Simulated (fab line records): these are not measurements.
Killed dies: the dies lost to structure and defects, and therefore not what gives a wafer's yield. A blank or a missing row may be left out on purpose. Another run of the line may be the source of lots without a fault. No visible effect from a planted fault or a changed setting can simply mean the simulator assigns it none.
Which tool was responsible?	flow nand harc	12 lots (36 wafers sampled), 1 step of a 1159-step route

== WHAT THE GAUGES SHOWED, per wafer ==
NHARC_A_BLC_INSPECT_28.
lot	measured	on	raw defect count
L077	day 17 18:11	defect inspect-02	305 360 305
L079	day 17 20:54	defect inspect-02	316 332 356
L076	day 18 01:39	defect inspect-02	401 444 675
L082	day 19 10:05	defect inspect-02	474 411 390
L083	day 19 23:13	defect inspect-01	278 429 325
L084	day 20 09:28	defect inspect-02	302 280 258
L089	day 21 11:40	defect inspect-01	291 429 464
L091	day 21 13:32	defect inspect-02	375 354 616
L088	day 21 18:44	defect inspect-01	358 290 556
L093	day 22 04:32	defect inspect-02	556 444 606
L092	day 22 15:51	defect inspect-02	368 626 390
L096	day 23 06:52	defect inspect-01	401 485 551

== TOOL THAT RAN EACH LOT (tool first, then ch and the chambers of the sampled wafers, then the start) ==
Record: no process step prior to these readings.

== THE ANSWER, worked out from the rows above alone ==
Rule: usual is defined by the lots themselves. The widest of any qualifying gaps counts: lots, ordered by their means at a reading, are off when they make up no more than a third of the lots, leave a main group of 4 or more, and stand apart from it by 3 or more times the standard deviation of that group's means. A main group whose means are all the same, to the digits that the tables above print for the reading, isn't used. A lot without any number at a reading at which 4 lots or more have one is off too. Any other lot the step has rows for is counted as sound.
No lot is off at any reading shown: from this, nothing can be told.

== WHAT THE SIMULATOR PUT IN ==
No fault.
